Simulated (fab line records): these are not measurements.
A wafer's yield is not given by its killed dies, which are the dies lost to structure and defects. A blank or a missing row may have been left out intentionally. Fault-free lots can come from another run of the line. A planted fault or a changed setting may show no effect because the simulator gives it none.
The tool behind it: which one? | flow nandHarc | 42 wafers from 14 lots sampled at 4 of the route's 1302 steps

WHAT THE GAUGES READ, wafer by wafer
The record lacks any reading of a measuring or inspecting step that a usual standard deviation could be used to judge.

TOOL THAT RAN EACH LOT (tool first, then ch and the chambers of the sampled wafers, then the start)
lot  | NHARC_A_STAIRCASE_ETCH_25                    | NHARC_A_STAIRCASE_TRIM_191        | NHARC_A_STAIRCASE_ETCH_194    | NHARC_A_STAIRCASE_ETCH_197
L896 | rieDiel-06 ch 0,2,3, day 16 10:09 or earlier | rieDiel-06 ch 0,2,3, day 16 10:09 | rieDiel-06 ch 0,1,2, no start | rieDiel-07 ch 0,3, no start
L897 | rieDiel-04 ch 1,2,3, day 16 10:19 or earlier | rieDiel-06 ch 0,1,2, day 16 10:19 | rieDiel-06 ch 0,1,2, no start | rieDiel-06 ch 0,1,2, no start
L898 | rieDiel-04 ch 1,2, day 17 06:11 or earlier   | rieDiel-04 ch 0,1,2, day 17 06:11 | rieDiel-04 ch 0,1, no start   | rieDiel-07 ch 0,2,3, no start
L900 | rieDiel-04 ch 1,2, day 18 03:14 or earlier   | rieDiel-04 ch 1,2, day 18 03:14   | rieDiel-04 ch 0,2, no start   | rieDiel-04 ch 1,2, no start
L902 | rieDiel-06 ch 1,2, day 18 22:05 or earlier   | rieDiel-06 ch 1,2, day 18 22:05   | rieDiel-06 ch 0,3, no start   | rieDiel-06 ch 0,3, no start
L903 | rieDiel-04 ch 0,1,2, day 19 08:24 or earlier | rieDiel-06 ch 1,2,3, day 19 08:24 | rieDiel-06 ch 2,3, no start   | rieDiel-06 ch 0,2, no start
L910 | rieDiel-07 ch 0,2, day 21 21:59 or earlier   | rieDiel-06 ch 0,3, day 21 21:59   | rieDiel-06 ch 0,1,2, no start | rieDiel-04 ch 0,1, no start
L909 | rieDiel-07 ch 2,3, day 22 05:09 or earlier   | rieDiel-06 ch 0,1,3, day 22 05:09 | rieDiel-06 ch 2,3, no start   | rieDiel-07 ch 1,2,3, no start
L911 | rieDiel-06 ch 1,2, day 22 16:40 or earlier   | rieDiel-04 ch 0,2, day 22 16:40   | rieDiel-04 ch 1,2,3, no start | rieDiel-04 ch 1,2,3, no start
L912 | rieDiel-06 ch 0,2, day 23 04:22 or earlier   | rieDiel-06 ch 0,1,2, day 23 04:22 | rieDiel-06 ch 1,3, no start   | rieDiel-06 ch 0,1,3, no start
L913 | rieDiel-06 ch 0,2, day 23 05:02 or earlier   | rieDiel-06 ch 0,1,3, day 23 05:02 | rieDiel-06 ch 0,1,2, no start | rieDiel-06 ch 1,2,3, no start
L915 | rieDiel-07 ch 0,2,3, day 23 22:51 or earlier | rieDiel-07 ch 2,3, day 23 22:51   | rieDiel-07 ch 1,2,3, no start | rieDiel-06 ch 0,1,2, no start
L917 | rieDiel-07 ch 0,2, day 25 01:46 or earlier   | rieDiel-06 ch 2,3, day 25 01:46   | rieDiel-06 ch 1,2,3, no start | rieDiel-06 ch 0,1,3, no start
L918 | rieDiel-06 ch 1,2,3, day 25 11:40 or earlier | rieDiel-07 ch 0,2,3, day 25 11:40 | rieDiel-07 ch 0,1,2, no start | rieDiel-07 ch 0,2,3, no start
- NHARC_A_STAIRCASE_ETCH_25: etches the open film in C4F8/O2, target depth 100 nm, time 40.5 s.
- NHARC_A_STAIRCASE_TRIM_191: chemistry O2, time 211.2 s.
- NHARC_A_STAIRCASE_ETCH_194: etches the open film in C4F8/O2, target depth 100 nm, time 40.5 s.
- NHARC_A_STAIRCASE_ETCH_197: etches the open film in C4F8/O2, target depth 100 nm, time 40.5 s.

WHAT THE TOOLS THEMSELVES READ (means of the sampled wafers that have a number; where no wafer has one, the mark that the record gives instead)
NHARC_A_STAIRCASE_ETCH_25. Usual: oesProductAu 0.945 a.u., standard deviation 0.0098; rfVppV 894 V, standard deviation 6.4.
lot  | tool       | oesProductAu (a.u.) | rfVppV (V) | flag
L896 | rieDiel-06 | 0.937               | 894        | 
L897 | rieDiel-04 | 0.951               | 892        | 
L898 | rieDiel-04 | 0.938               | 892        | 
L900 | rieDiel-04 | 0.948               | 892        | 
L902 | rieDiel-06 | 0.956               | 903        | 
L903 | rieDiel-04 | 0.951               | 890        | 
L910 | rieDiel-07 | 0.943               | 900        | 
L909 | rieDiel-07 | 0.954               | 900        | 
L911 | rieDiel-06 | 0.950               | 902        | 
L912 | rieDiel-06 | 0.947               | 892        | 
L913 | rieDiel-06 | 0.940               | 893        | 
L915 | rieDiel-07 | 0.954               | 894        | 
L917 | rieDiel-07 | 0.942               | 899        | 
L918 | rieDiel-06 | 0.946               | 898        | 

NHARC_A_STAIRCASE_TRIM_191. Usual: drypumpMotorCurrentA 5.8 A, standard deviation 0.63; oesProductAu 1.002 a.u., standard deviation 0.0073; rfVppV 57.8 V, standard deviation 0.92; showerheadPlenumPTorr 3.47 Torr, standard deviation 0.17; throttleValvePct 17.036 %, standard deviation 0.0095.
lot  | tool       | drypumpMotorCurrentA (A) | oesProductAu (a.u.) | rfVppV (V) | showerheadPlenumPTorr (Torr) | throttleValvePct (%) | flag
L896 | rieDiel-06 | 5.9                      | 0.997               | 58.0       | 3.48                         | 17.025               | 
L897 | rieDiel-06 | 5.7                      | 1.004               | 58.4       | 3.60                         | 17.045               | 
L898 | rieDiel-04 | 5.5                      | 1.008               | 57.6       | 3.36                         | 17.035               | 
L900 | rieDiel-04 | 5.6                      | 1.003               | 57.2       | 3.37                         | 17.040               | 
L902 | rieDiel-06 | 6.2                      | 0.832               | 58.0       | 3.68                         | 17.042               | OFF
L903 | rieDiel-06 | 6.3                      | 0.831               | 58.6       | 3.62                         | 17.038               | OFF
L910 | rieDiel-06 | 5.4                      | 1.009               | 58.1       | 3.37                         | 17.030               | 
L909 | rieDiel-06 | 5.8                      | 1.013               | 58.1       | 3.51                         | 17.033               | 
L911 | rieDiel-04 | 5.6                      | 0.996               | 57.1       | 3.30                         | 17.038               | 
L912 | rieDiel-06 | 5.7                      | 1.007               | 59.0       | 3.57                         | 17.041               | 
L913 | rieDiel-06 | 5.8                      | 1.003               | 56.6       | 3.51                         | 17.034               | 
L915 | rieDiel-07 | 6.1                      | 1.005               | 58.9       | 3.64                         | 17.031               | 
L917 | rieDiel-06 | 6.6                      | 0.999               | 58.0       | 3.48                         | 17.043               | 
L918 | rieDiel-07 | 6.2                      | 0.998               | 58.2       | 3.47                         | 17.035               | 

NHARC_A_STAIRCASE_ETCH_194. Usual: oesProductAu 0.945 a.u., standard deviation 0.0092; rfVppV 894 V, standard deviation 6.2.
lot  | tool       | oesProductAu (a.u.) | rfVppV (V) | flag
L896 | rieDiel-06 | 0.941               | 898        | 
L897 | rieDiel-06 | 0.955               | 898        | 
L898 | rieDiel-04 | 0.942               | 888        | 
L900 | rieDiel-04 | 0.943               | 889        | 
L902 | rieDiel-06 | 0.957               | 892        | 
L903 | rieDiel-06 | 0.952               | 894        | 
L910 | rieDiel-06 | 0.955               | 897        | 
L909 | rieDiel-06 | 0.950               | 895        | 
L911 | rieDiel-04 | 0.956               | 891        | 
L912 | rieDiel-06 | 0.939               | 900        | 
L913 | rieDiel-06 | 0.932               | 897        | 
L915 | rieDiel-07 | 0.945               | 897        | 
L917 | rieDiel-06 | 0.948               | 899        | 
L918 | rieDiel-07 | 0.942               | 897        | 

NHARC_A_STAIRCASE_ETCH_197. Usual: oesProductAu 0.952 a.u., standard deviation 0.015; rfVppV 893 V, standard deviation 6.3.
lot  | tool       | oesProductAu (a.u.) | rfVppV (V) | flag
L896 | rieDiel-07 | 0.970               | 890        | 
L897 | rieDiel-06 | 0.951               | 898        | 
L898 | rieDiel-07 | 0.974               | 888        | 
L900 | rieDiel-04 | 0.950               | 890        | 
L902 | rieDiel-06 | 0.955               | 890        | 
L903 | rieDiel-06 | 0.932               | 893        | 
L910 | rieDiel-04 | 0.959               | 889        | 
L909 | rieDiel-07 | 0.975               | 897        | 
L911 | rieDiel-04 | 0.937               | 890        | 
L912 | rieDiel-06 | 0.938               | 896        | 
L913 | rieDiel-06 | 0.952               | 897        | 
L915 | rieDiel-06 | 0.962               | 897        | 
L917 | rieDiel-06 | 0.949               | 896        | 
L918 | rieDiel-07 | 0.944               | 893        | 

THE ANSWER, worked out from the rows above alone
Rule: a lot counts as off when the mean over its wafers that have a number is more than 3 standard deviations away from the usual mean. Also off: a lot with no number at a reading for which 4 or more lots have one. Where the step has rows for the other lots, those lots are counted as sound. After the gauges, taken in route order, come the tools' own readings; for these a lot's mean is taken, as printed above. At the first step where some lot is off, the reading lying furthest off is the one used; lots without a number count as furthest.
Off at NHARC_A_STAIRCASE_TRIM_191 (oesProductAu): L902, L903.
If a tool, at that step or one of the process steps before it, ran each lot that is off and ran no sound lot following the first of them, it fits. With no start given for some of its lots, NHARC_A_STAIRCASE_ETCH_25 uses the hours and lot order of NHARC_A_STAIRCASE_TRIM_191. Not one of the candidates tried fits.

WHAT HAD BEEN PUT IN BY THE SIMULATOR
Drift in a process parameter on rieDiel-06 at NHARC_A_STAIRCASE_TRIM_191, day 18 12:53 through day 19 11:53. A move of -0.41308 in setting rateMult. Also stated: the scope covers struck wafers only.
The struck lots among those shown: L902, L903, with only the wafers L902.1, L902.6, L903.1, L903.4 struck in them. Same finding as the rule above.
